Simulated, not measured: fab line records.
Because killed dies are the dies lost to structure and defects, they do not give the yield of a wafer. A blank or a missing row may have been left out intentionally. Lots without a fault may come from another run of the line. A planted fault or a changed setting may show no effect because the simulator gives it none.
Which tool did it? + flow n5_finfet + 12 lots, 36 wafers sampled, at 3 steps of a route of 1938

== WHAT THE GAUGES SHOWED, per wafer ==
N5_BEOL_M14_CD_MEAS_10: the cd target is 250 nm.
| lot  | measured     | on        | cd_nm (nm)        |
|------|--------------|-----------|-------------------|
| L074 | day 15 14:46 | cd_sem-02 | 252.3 248.2 251.2 |
| L077 | day 16 01:39 | cd_sem-01 | 246.4 247.2 245.9 |
| L079 | day 16 15:32 | cd_sem-01 | 250.8 249.7 253.8 |
| L083 | day 16 20:49 | cd_sem-03 | 244.6 245.4 245.9 |
| L082 | day 17 03:44 | cd_sem-01 | 244.7 244.9 246.6 |
| L084 | day 17 17:34 | cd_sem-02 | 247.6 244.6 245.7 |
| L089 | day 18 12:58 | cd_sem-02 | 247.9 246.3 248.8 |
| L087 | day 18 19:07 | cd_sem-01 | 247.8 247.7 250.7 |
| L088 | day 18 23:36 | cd_sem-02 | 245.2 249.1 248.4 |
| L093 | day 19 16:41 | cd_sem-02 | 246.0 246.0 250.6 |
| L095 | day 20 09:25 | cd_sem-02 | 245.1 246.5 249.5 |
| L097 | day 21 02:36 | cd_sem-01 | 246.2 245.4 247.4 |

== EACH LOT AND THE TOOL THAT RAN IT (in order: tool; ch and the chambers of the sampled wafers; start) ==
| lot  | N5_BEOL_M13_DESCUM_33              | N5_BEOL_M13_DEGAS_41         |
|------|------------------------------------|------------------------------|
| L074 | rie_diel-02 ch 1,3, day 15 11:16   | pvd_sputter-01, day 15 12:58 |
| L077 | rie_diel-03 ch 0,2,3, day 15 18:02 | pvd_sputter-02, day 15 23:32 |
| L079 | rie_diel-02 ch 2,3, day 16 05:49   | pvd_sputter-01, day 16 13:32 |
| L083 | rie_diel-03 ch 0,1,3, day 16 15:11 | pvd_sputter-01, day 16 19:00 |
| L082 | rie_diel-06 ch 1,3, day 17 00:40   | pvd_sputter-03, day 17 01:44 |
| L084 | rie_diel-02 ch 0,3, day 17 10:58   | pvd_sputter-01, day 17 15:04 |
| L089 | rie_diel-03 ch 0,1,2, day 18 08:41 | pvd_sputter-02, day 18 11:02 |
| L087 | rie_diel-02 ch 1,2,3, day 18 15:33 | pvd_sputter-02, day 18 17:05 |
| L088 | rie_diel-03 ch 2,3, day 18 19:41   | pvd_sputter-02, day 18 21:02 |
| L093 | rie_diel-03 ch 0,1,2, day 19 11:31 | pvd_sputter-01, day 19 14:52 |
| L095 | rie_diel-03 ch 0,1, day 20 05:26   | pvd_sputter-01, day 20 07:37 |
| L097 | rie_diel-02 ch 1,2, day 20 19:42   | pvd_sputter-02, day 21 00:40 |
- N5_BEOL_M13_DESCUM_33: chemistry O2, time 7.9 s.
- N5_BEOL_M13_DEGAS_41: time 60 s.

== THE ANSWER, worked out from the rows above alone ==
Rule: usual is defined by the lots themselves. Put in order of their means at a reading, lots are off if they are a third of the lots or fewer, leave a main group of 4 or more, and stand apart from it by a gap of 3 or more times the standard deviation of the main group's means; of several such gaps the widest counts. A main group whose means are all the same, to the digits that the tables above print for the reading, isn't used. Also off: a lot with no number at a reading for which 4 or more lots have one. Where the step has rows for the other lots, those lots are counted as sound.
No lot is off on any of the readings shown, so nothing can be concluded from this.

== WHAT HAD BEEN PUT IN BY THE SIMULATOR ==
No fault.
